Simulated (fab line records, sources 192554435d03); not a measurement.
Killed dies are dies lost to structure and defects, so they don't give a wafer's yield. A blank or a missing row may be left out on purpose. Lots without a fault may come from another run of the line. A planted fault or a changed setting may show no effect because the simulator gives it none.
fab line records | flow n5_finfet | part 1 of 2: steps 1 to 22 of 35
record lots=5 wafers=15 last_day=18
route steps=1938 shown MIM_TOP_ETCH@1852 MIM_BOT_LITHO@1854 MIM_BOT_ETCH@1866 PASS1_CAP@1873 TV_LITHO@1875
lots that met no fault: from a run of the same line without faults
start_h: hours from the record's first day to the start of the lot's first wafer shown | wait_h: hours since the lot's step before | " the same as in the row above | L1.1+2: a row that stands for several wafers | - no value, or no start given | * or withheld: withheld | < > ~ a bound
route shown NAME@n: a module of which the file shows steps, and the number in the route of the first | usual: mean/standard deviation of fault-free wafers | same: alike in all rows | chamber/n: place in a boat | sites: the reading at each site | _std_site: their standard deviation | _edge_site: outer sites' mean less inner sites' | radius_mm: how far each site lies from the wafer's centre | mask NAME#n: copy n | behind: the tool/chamber that last shaped the wafer | hold: why the lot was held/for how many hours/how that ended | device: the transistor (n, p or np) that didn't switch | end of line: the same wafers' tests at the end of the route | a step without rows: its recipe alone | killed: dies lost to structure and defects at the first sort, not the wafer's yield | map: a wafer's dies, x killed, . not, _ none there
set.NAME: the setting as run; set.NAME@STEP: as run at that earlier step | model.NAME: the simulator's own value behind a step, which no gauge read
lots at some steps of the route; a table a step, a row a wafer
services: from which hour (start_h, from the record's first day; less than 0 if before it) a tool's chamber was out of use, for how many hours, and why
## steps
# step N5_MIM_TOP_ETCH_STRIP_01
# recipe chemistry=O2 power_w=600 temp_c=60 pressure_mtorr=30 rf_frequency_hz=6e+07 bias_power_w=0 overash_fraction=0.5 o2_flow_sccm=225
# usual drypump_motor_current_A=5.8/0.34 oes_product_au=0.76/0.073 rf_vpp_V=3.7/1.3 showerhead_plenum_p_Torr=2.10/0.077 temp_c=60.01/0.13 throttle_valve_pct=16.73/0.2
# columns lot.wafer tool chamber start_h wait_h drypump_motor_current_A oes_product_au rf_hours_counter_h rf_vpp_V showerhead_plenum_p_Torr temp_c throttle_valve_pct
L074.2 rie_diel-01 1 289.18 0.1 5.9 0.69 226 3.7 2.01 60.00 17.00
L074.3 " 3 " " 5.7 0.74 171 1.3 1.98 59.86 16.77
L074.6 " 1 " " 5.9 0.71 - 4.1 2.00 59.88 16.98
L078.3 rie_diel-04 2 293.86 0.1 6.0 0.68 248 3.6 1.98 59.71 16.83
L078.4 " 3 " " 5.0 0.76 - 5.2 2.08 60.02 16.35
L078.5 " 2 " " 6.1 0.67 - 3.6 1.98 59.80 16.86
L080.1 rie_diel-04 3 311.66 0.1 5.0 0.72 163 6.1 2.08 60.09 16.37
L080.4 " 3 " " 5.0 0.74 - 4.5 2.08 60.11 16.33
L080.6 " 0 " " 5.7 0.76 - 2.1 2.12 60.13 16.89
L088.2 rie_diel-03 3 364.03 0.1 5.8 0.93 15 3.4 2.06 60.16 16.41
L088.5 " 2 " " 5.7 0.71 - 3.4 2.15 59.80 17.06
L088.6 " 3 " " 5.8 0.94 - 1.9 2.06 60.11 16.47
L097.3 rie_diel-01 2 413.05 0.1 6.4 0.69 244 3.1 2.16 59.94 16.89
L097.5 " 0 " " 5.8 0.76 - 5.7 2.13 59.97 16.64
L097.6 " 1 " " 5.9 0.93 - 3.8 2.26 59.88 16.61
# step N5_MIM_TOP_ETCH_PECVD_03
# recipe material=SiNx target_thk_a=200 temp_c=400 precursor=SiH4/NH3/N2 pressure_torr=1.5 rf_w=300 time_s=17.6
# usual heater_power_w=735/83 showerhead_plenum_p_Torr=5.13/0.055 throttle_valve_pct=40.3/2.9
# columns lot.wafer tool chamber start_h wait_h heater_power_w showerhead_plenum_p_Torr throttle_valve_pct
L074.2 pecvd-02 2 289.24 - 703 5.06 40.0
L074.3 " 0 " " 696 5.09 37.0
L074.6 " 0 " " 694 5.10 37.0
L078.3 pecvd-03 1 293.92 - 780 5.28 41.5
L078.4 " 1 " " 785 5.27 41.6
L078.5 " 2 " " 631 5.08 36.5
L080.1 pecvd-02 0 311.73 - 692 5.09 37.0
L080.4 " 2 " " 621 5.06 40.3
L080.6 " 0 " " 708 5.08 37.2
L088.2 pecvd-04 2 364.10 - 688 5.10 37.5
L088.5 " 2 " " 692 5.09 37.3
L088.6 " 0 " " 738 5.13 42.2
L097.3 pecvd-04 1 413.11 - 824 5.15 45.7
L097.5 " 2 " " 735 5.10 37.8
L097.6 " 1 " " 817 5.16 45.7
# step N5_MIM_BOT_LITHO_HMDS_01
# recipe time_s=60 temp_c=120
# columns lot.wafer tool chamber start_h wait_h
L074.2+3+6 litho_track-04 0 289.31 0.0
L078.3+4+5 litho_track-01 0 294.00 0.1
L080.1+4+6 litho_track-04 0 311.80 0.0
L088.2+5+6 litho_track-05 0 364.17 0.0
L097.3+5+6 litho_track-05 0 413.18 0.1
# step N5_MIM_BOT_LITHO_COAT_02
# recipe spin_rpm=* resist_thk_nm=*
# usual dispense_pressure_kPa=46/3.8
# columns lot.wafer tool chamber start_h wait_h dispense_pressure_kPa
L074.2 litho_track-04 0 - - 47
L074.3 " 0 " " 47
L074.6 " 0 " " 47
L078.3 litho_track-01 0 - - 41
L078.4 " 0 " " 41
L078.5 " 0 " " 41
L080.1 litho_track-04 0 - - 47
L080.4 " 0 " " 47
L080.6 " 0 " " 47
L088.2 litho_track-05 0 - - 51
L088.5 " 0 " " 51
L088.6 " 0 " " 51
L097.3 litho_track-05 0 - - 51
L097.5 " 0 " " 51
L097.6 " 0 " " 51
# step N5_MIM_BOT_LITHO_EBR_04
# recipe solvent=PGMEA ebr_width_mm=1.5
# columns lot.wafer tool chamber start_h wait_h
L074.2+3+6 litho_track-04 0 - -
L078.3+4+5 litho_track-01 0 - -
L080.1+4+6 litho_track-04 0 - -
L088.2+5+6 litho_track-05 0 - -
L097.3+5+6 litho_track-05 0 - -
# step N5_MIM_BOT_LITHO_SOFTBAKE_03
# recipe temp_c=100 time_s=90
# columns lot.wafer tool chamber start_h wait_h
L074.2+3+6 litho_track-04 0 - -
L078.3+4+5 litho_track-01 0 - -
L080.1+4+6 litho_track-04 0 - -
L088.2+5+6 litho_track-05 0 - -
L097.3+5+6 litho_track-05 0 - -
# step N5_MIM_BOT_LITHO_EXPOSE_05
# recipe mask_id=MIM_BOT na=0.55 source_shape=conventional sigma_outer=0.8 polarization=unpolarized dose_mj=24.25
# columns lot.wafer tool chamber start_h wait_h mask
L074.2+3+6 krf_scanner-01 0 289.56 - MIM_BOT#0
L078.3+4+5 krf_scanner-02 0 294.24 - MIM_BOT#0
L080.1+4+6 krf_scanner-01 0 311.91 - MIM_BOT#0
L088.2+5+6 krf_scanner-02 0 364.41 - MIM_BOT#0
L097.3+5+6 krf_scanner-02 0 413.30 - MIM_BOT#0
# step N5_MIM_BOT_LITHO_PEB_06
# recipe peb_temp_c=withheld peb_time_s=*
# columns lot.wafer tool chamber start_h wait_h
L074.2+3+6 litho_track-01 0 289.61 0.0
L078.3+4+5 litho_track-05 0 294.29 0.0
L080.1+4+6 litho_track-01 0 311.96 0.1
L088.2+5+6 litho_track-01 0 364.47 0.0
L097.3+5+6 litho_track-05 0 413.35 0.0
# step N5_MIM_BOT_LITHO_DEVELOP_07
# recipe develop_time_s=60 rinse_liquid=diw dry=air_spin dev_temp_c=21
# columns lot.wafer tool chamber start_h wait_h
L074.2+3+6 litho_track-01 0 - -
L078.3+4+5 litho_track-05 0 - -
L080.1+4+6 litho_track-01 0 - -
L088.2+5+6 litho_track-01 0 - -
L097.3+5+6 litho_track-05 0 - -
# step N5_MIM_BOT_LITHO_HARDBAKE_09
# recipe temp_c=130 time_s=120
# columns lot.wafer tool chamber start_h wait_h
L074.2+3+6 litho_track-01 0 - -
L078.3+4+5 litho_track-05 0 - -
L080.1+4+6 litho_track-01 0 - -
L088.2+5+6 litho_track-01 0 - -
L097.3+5+6 litho_track-05 0 - -
# step N5_MIM_BOT_LITHO_CD_MEAS_08
# recipe target_cd_nm=3000 landing_energy_ev=500 detector=se_inlens polarity=opening
# usual cd_nm=2998.9/2.5
# columns lot.wafer tool chamber start_h wait_h cd_nm
L074.2 cd_sem-02 0 289.73 - 2996.6
L074.3 " 0 " " 2994.9
L074.6 " 0 " " 2998.7
L078.3 cd_sem-01 0 294.41 - 2997.0
L078.4 " 0 " " 2997.4
L078.5 " 0 " " 2995.1
L080.1 cd_sem-03 0 312.08 - 3000.5
L080.4 " 0 " " 2998.8
L080.6 " 0 " " 2999.7
L088.2 cd_sem-03 0 364.59 - 2998.8
L088.5 " 0 " " 2997.6
L088.6 " 0 " " 3001.0
L097.3 cd_sem-03 0 413.47 - 2999.7
L097.5 " 0 " " 3003.5
L097.6 " 0 " " 3001.8
# step N5_MIM_BOT_LITHO_OVL_MEAS_11
# recipe points_per_wafer=44
# usual MIM_BOT_OVL=1/4.5
# columns lot.wafer tool chamber start_h wait_h MIM_BOT_OVL[nm]
L074.2 overlay-01 0 289.76 0.0 2
L074.3 " 0 " " -1
L074.6 " 0 " " -5
L078.3 overlay-01 0 294.44 0.0 0
L078.4 " 0 " " 2
L078.5 " 0 " " -2
L080.1 overlay-01 0 312.12 0.0 3
L080.4 " 0 " " 2
L080.6 " 0 " " -4
L088.2 overlay-01 0 364.62 0.0 4
L088.5 " 0 " " 4
L088.6 " 0 " " 6
L097.3 overlay-02 0 413.50 0.0 -2
L097.5 " 0 " " 0
L097.6 " 0 " " 5
# step N5_MIM_BOT_LITHO_INSPECT_12
# recipe mode=adi inspect_instrument=macro
# usual raw_defect_count=2.1/1.4
# columns lot.wafer tool chamber start_h wait_h raw_defect_count
L074.2 defect_inspect-01 - 289.78 0.0 2
L074.3 " - " " 0
L074.6 " - " " 4
L078.3 defect_inspect-01 - 294.46 0.0 3
L078.4 " - " " 4
L078.5 " - " " 3
L080.1 defect_inspect-02 - 312.15 0.0 3
L080.4 " - " " 2
L080.6 " - " " 1
L088.2 defect_inspect-02 - 364.64 0.0 4
L088.5 " - " " 4
L088.6 " - " " 1
L097.3 defect_inspect-01 - 413.52 0.0 3
L097.5 " - " " 3
L097.6 " - " " 1
# step N5_MIM_BOT_LITHO_DESCUM_10
# recipe chemistry=O2 time_s=7.9 source_power_w=50 bias_power_w=20 pressure_mtorr=20 rf_frequency_hz=2.712e+07 temp_c=40 o2_flow_sccm=225
# usual drypump_motor_current_A=5.6/0.55 oes_product_au=0.81/0.074 rf_vpp_V=243.1/1.3 showerhead_plenum_p_Torr=2.09/0.072 temp_c=40.00/0.12 throttle_valve_pct=20.36/0.14
# columns lot.wafer tool chamber start_h wait_h drypump_motor_current_A oes_product_au rf_hours_counter_h rf_vpp_V showerhead_plenum_p_Torr temp_c throttle_valve_pct
L074.2 rie_diel-06 2 290.01 0.2 6.4 0.85 72 244.4 2.23 40.03 20.48
L074.3 " 1 " " 5.5 0.89 25 243.8 2.16 39.92 20.47
L074.6 " 3 " " 5.7 0.90 - 240.9 2.08 39.99 20.20
L078.3 rie_diel-05 1 294.50 0.0 5.5 0.94 21 242.5 2.08 40.02 20.36
L078.4 " 1 " " 5.5 0.94 - 241.8 2.08 39.96 20.37
L078.5 " 2 " " 6.5 0.84 - 245.5 2.20 39.94 20.30
L080.1 rie_diel-06 1 312.18 0.0 5.5 0.88 33 243.1 2.15 40.00 20.49
L080.4 " 3 " " 5.6 0.89 46 243.1 2.07 40.17 20.21
L080.6 " 1 " " 5.6 0.90 - 242.6 2.15 40.01 20.48
L088.2 rie_diel-02 1 364.67 0.0 5.3 0.69 238 243.1 2.07 39.98 20.44
L088.5 " 0 " " 5.5 0.71 - 242.5 2.05 40.20 20.24
L088.6 " 3 " " 6.5 0.95 - 242.9 2.05 39.97 20.26
L097.3 rie_diel-06 1 413.64 0.1 5.5 0.81 72 244.7 2.14 40.02 20.55
L097.5 " 2 " " 6.4 0.81 - 245.6 2.22 40.07 20.54
L097.6 " 1 " " 5.6 0.82 - 242.8 2.14 40.08 20.54
# step N5_MIM_BOT_ETCH_ETCH_04
# recipe chemistry=CF4/O2 target=SiNx target_depth_a=260 time_s=13 ion_energy_ev=100 pressure_mtorr=40 source_w=535 bias_w=49 Ar_flow_sccm=100 cf4_flow_sccm=100 O2_flow_sccm=10
# usual drypump_motor_current_A=5.6/0.55 mfc_ar_sccm=99.9/0.31 oes_product_au=0.81/0.072 rf_vpp_V=241/5.5 showerhead_plenum_p_Torr=2.20/0.07 throttle_valve_pct=15.89/0.14
# columns lot.wafer tool chamber start_h wait_h drypump_motor_current_A mfc_ar_sccm oes_product_au rf_hours_counter_h rf_vpp_V showerhead_plenum_p_Torr throttle_valve_pct
L074.2 rie_diel-06 2 290.08 0.0 6.4 99.3 0.85 72 248 2.33 15.86
L074.3 " 1 " " 5.5 99.8 0.88 25 229 2.24 15.87
L074.6 " 3 " " 5.7 99.6 0.87 - 238 2.16 15.60
L078.3 rie_diel-05 1 294.56 0.0 5.4 100.6 0.94 21 231 2.17 15.66
L078.4 " 1 " " 5.4 100.1 0.94 - 231 2.17 15.68
L078.5 " 2 " " 6.5 100.0 0.81 - 245 2.33 15.93
L080.1 rie_diel-06 1 312.25 0.0 5.5 99.6 0.88 33 229 2.24 15.88
L080.4 " 3 " " 5.7 100.1 0.87 46 239 2.15 15.62
L080.6 " 1 " " 5.6 100.0 0.88 - 230 2.24 15.90
L088.2 rie_diel-02 1 364.74 0.0 5.3 99.7 0.70 238 245 2.20 16.18
L088.5 " 0 " " 5.5 100.1 0.74 - 236 2.18 16.01
L088.6 " 3 " " 6.5 99.8 0.97 - 241 2.17 15.84
L097.3 rie_diel-06 1 413.71 0.0 5.5 99.6 0.81 72 229 2.22 15.96
L097.5 " 2 " " 6.4 100.5 0.79 - 249 2.31 15.95
L097.6 " 1 " " 5.5 99.4 0.81 - 229 2.22 15.95
# step N5_MIM_BOT_ETCH_ETCH_03
# recipe chemistry=Cl2/BCl3 target_depth_a=120 pressure_mtorr=8 icp_w=800 bias_w=100 Cl2_flow_sccm=20 bcl3_flow_sccm=80
# usual drypump_motor_current_A=5.8/0.51 oes_product_au=0.79/0.084 throttle_valve_pct=27.4/0.41
# columns lot.wafer tool chamber start_h wait_h drypump_motor_current_A oes_product_au rf_hours_counter_h throttle_valve_pct
L074.2 rie_metal-03 1 290.16 0.1 5.6 0.70 75 26.8
L074.3 " 0 " " 5.3 0.67 - 27.3
L074.6 " 1 " " 5.6 0.70 - 26.8
L078.3 rie_metal-02 0 294.68 0.1 5.6 0.80 - 28.1
L078.4 " 1 " " 6.6 0.90 - 27.3
L078.5 " 0 " " 5.6 0.81 - 28.1
L080.1 rie_metal-02 1 312.33 0.1 6.6 0.90 11 27.3
L080.4 " 1 " " 6.5 0.91 - 27.3
L080.6 " 1 " " 6.5 0.91 - 27.3
L088.2 rie_metal-01 1 364.83 0.1 5.7 0.81 27 27.4
L088.5 " 1 " " 5.7 0.82 - 27.4
L088.6 " 0 " " 5.0 0.80 - 27.9
L097.3 rie_metal-01 1 413.83 0.1 5.7 0.81 - 27.4
L097.5 " 1 " " 5.7 0.82 - 27.4
L097.6 " 0 " " 5.0 0.80 - 27.9
# step N5_MIM_BOT_ETCH_ETCH_00
# recipe chemistry=Cl2/BCl3 target=TiN target_depth_a=455 ion_energy_ev=150 pressure_mtorr=10 icp_w=1000 bias_w=126 Cl2_flow_sccm=53.25 bcl3_flow_sccm=21.75 Ar_flow_sccm=25
# usual drypump_motor_current_A=5.8/0.51 mfc_ar_sccm=25.01/0.067 oes_product_au=0.79/0.083 throttle_valve_pct=21.86/0.25
# columns lot.wafer tool chamber start_h wait_h drypump_motor_current_A mfc_ar_sccm oes_product_au rf_hours_counter_h throttle_valve_pct
L074.2 rie_metal-03 1 290.25 0.1 5.6 25.09 0.70 75 21.49
L074.3 " 0 " " 5.3 25.15 0.68 - 21.81
L074.6 " 1 " " 5.6 24.95 0.70 - 21.50
L078.3 rie_metal-02 0 294.78 0.1 5.6 25.07 0.80 - 22.33
L078.4 " 1 " " 6.5 24.99 0.90 - 21.77
L078.5 " 0 " " 5.6 25.05 0.80 - 22.31
L080.1 rie_metal-02 1 312.42 0.1 6.5 24.94 0.90 11 21.76
L080.4 " 1 " " 6.5 25.00 0.90 - 21.75
L080.6 " 1 " " 6.5 25.03 0.91 - 21.74
L088.2 rie_metal-01 1 364.92 0.1 5.7 25.08 0.82 27 21.80
L088.5 " 1 " " 5.7 25.14 0.82 - 21.78
L088.6 " 0 " " 5.0 25.03 0.81 - 22.00
L097.3 rie_metal-01 1 413.93 0.1 5.7 25.01 0.81 - 21.79
L097.5 " 1 " " 5.7 24.93 0.81 - 21.80
L097.6 " 0 " " 5.0 24.96 0.80 - 22.01
# step N5_MIM_BOT_ETCH_STRIP_01
# recipe chemistry=O2 power_w=600 temp_c=60 pressure_mtorr=30 rf_frequency_hz=6e+07 bias_power_w=0 overash_fraction=0.5 o2_flow_sccm=225
# usual drypump_motor_current_A=5.7/0.54 oes_product_au=0.81/0.067 rf_vpp_V=3.6/1.3 showerhead_plenum_p_Torr=2.10/0.073 temp_c=60.01/0.12 throttle_valve_pct=16.62/0.13
# columns lot.wafer tool chamber start_h wait_h drypump_motor_current_A oes_product_au rf_hours_counter_h rf_vpp_V showerhead_plenum_p_Torr temp_c throttle_valve_pct
L074.2 rie_diel-06 1 290.40 0.1 5.6 0.89 26 1.8 2.16 59.79 16.72
L074.3 " 2 " " 6.4 0.86 72 5.0 2.24 60.22 16.66
L074.6 " 1 " " 5.5 0.88 - 5.2 2.16 59.91 16.71
L078.3 rie_diel-05 1 294.88 0.1 5.4 0.94 22 6.0 2.09 59.97 16.46
L078.4 " 2 " " 6.4 0.85 - 5.6 2.21 59.89 16.50
L078.5 " 1 " " 5.4 0.94 - 2.0 2.09 59.97 16.49
L080.1 rie_diel-05 1 312.57 0.1 5.5 0.90 28 4.1 2.08 59.99 16.52
L080.4 " 2 " " 6.5 0.82 78 4.8 2.20 59.92 16.53
L080.6 " 2 " " 6.5 0.81 - 4.1 2.20 60.01 16.50
L088.2 rie_diel-02 2 365.06 0.1 4.7 0.73 191 4.4 2.17 60.09 16.54
L088.5 " 3 " " 6.4 0.96 - 2.1 2.06 60.22 16.49
L088.6 " 0 " " 5.5 0.71 - 4.3 2.05 60.06 16.58
L097.3 rie_diel-05 0 414.04 0.1 5.5 0.73 183 3.1 2.00 60.11 16.69
L097.5 " 3 " " 5.7 0.79 - 8.4 2.03 60.00 16.85
L097.6 " 2 " " 6.5 0.77 - 3.7 2.19 60.00 16.63
# step N5_MIM_BOT_ETCH_STRIP_02
# recipe chemistry=post_etch_residue_remover time_s=1200 temp_c=72.5
# usual temp_c=72.49/0.12
# columns lot.wafer tool chamber start_h wait_h temp_c
L074.2 wet_bench-06 0 290.53 - 72.77
L074.3 " 1 " " 72.45
L074.6 " 7 " " 72.46
L078.3 wet_bench-04 5 294.95 - 72.52
L078.4 " 4 " " 72.48
L078.5 " 6 " " 72.22
L080.1 wet_bench-06 0 312.63 - 72.31
L080.4 " 7 " " 72.45
L080.6 " 3 " " 72.63
L088.2 wet_bench-04 0 365.13 - 72.51
L088.5 " 4 " " 72.47
L088.6 " 5 " " 72.45
L097.3 wet_bench-06 2 414.11 - 72.69
L097.5 " 6 " " 72.54
L097.6 " 1 " " 72.48
# step N5_MIM_BOT_ETCH_CLEAN_05
# recipe chemistry=IPA time_s=180 temp_c=25
# usual temp_c=25.00/0.1
# columns lot.wafer tool chamber start_h wait_h temp_c
L074.2 wet_bench-06 0 290.86 0.0 25.03
L074.3 " 1 " " 25.00
L074.6 " 7 " " 24.89
L078.3 wet_bench-04 5 301.98 6.7 25.14
L078.4 " 4 " " 25.04
L078.5 " 6 " " 25.09
L080.1 wet_bench-06 0 312.97 0.0 25.01
L080.4 " 7 " " 25.11
L080.6 " 3 " " 24.86
L088.2 wet_bench-04 0 365.46 0.0 24.97
L088.5 " 4 " " 25.07
L088.6 " 5 " " 24.84
L097.3 wet_bench-06 2 414.77 0.0 24.79
L097.5 " 6 " " 25.15
L097.6 " 1 " " 25.06
# step N5_MIM_BOT_ETCH_SRD_06
# recipe dry=ipa_marangoni time_s=30 temp_c=23 rinse_liquid=diw
# usual temp_c=23.00/0.11
# columns lot.wafer tool chamber start_h wait_h temp_c
L074.2 wet_bench-06 0 290.91 0.0 23.09
L074.3 " 1 " " 22.99
L074.6 " 7 " " 23.09
L078.3 wet_bench-04 5 302.03 0.0 22.96
L078.4 " 4 " " 22.84
L078.5 " 6 " " 23.15
L080.1 wet_bench-06 0 313.02 0.0 23.05
L080.4 " 7 " " 23.17
L080.6 " 3 " " 23.30
L088.2 wet_bench-04 0 365.51 0.0 22.93
L088.5 " 4 " " 22.87
L088.6 " 5 " " 22.79
L097.3 wet_bench-06 2 414.88 0.0 23.01
L097.5 " 6 " " 23.35
L097.6 " 1 " " 22.90
# step N5_PASSIVATION_PECVD_55
# recipe material=SiO2 target_thk_a=4000 temp_c=400 precursor=SiH4/N2O pressure_torr=2.7 rf_w=608 time_s=22.5
# usual heater_power_w=593/90 showerhead_plenum_p_Torr=8.17/0.12 throttle_valve_pct=49.6/2.4
# columns lot.wafer tool chamber start_h wait_h heater_power_w showerhead_plenum_p_Torr throttle_valve_pct
L074.2 pecvd-01 0 290.97 0.0 647 8.21 50.3
L074.3 " 2 " " 542 8.35 45.5
L074.6 " 1 " " 540 8.07 48.8
L078.3 pecvd-01 1 302.08 0.0 544 8.05 48.7
L078.4 " 2 " " 506 8.35 45.8
L078.5 " 0 " " 622 8.20 50.5
L080.1 pecvd-02 1 313.07 0.0 658 8.15 52.0
L080.4 " 2 " " 582 8.03 52.0
L080.6 " 2 " " 603 8.04 52.1
L088.2 pecvd-03 1 365.56 0.0 793 8.33 53.8
L088.5 " 1 " " 779 8.36 53.7
L088.6 " 2 " " 462 8.05 47.3
L097.3 pecvd-01 0 414.94 0.0 627 8.21 50.5
L097.5 " 2 " " 534 8.35 46.3
L097.6 " 1 " " 538 8.03 49.0
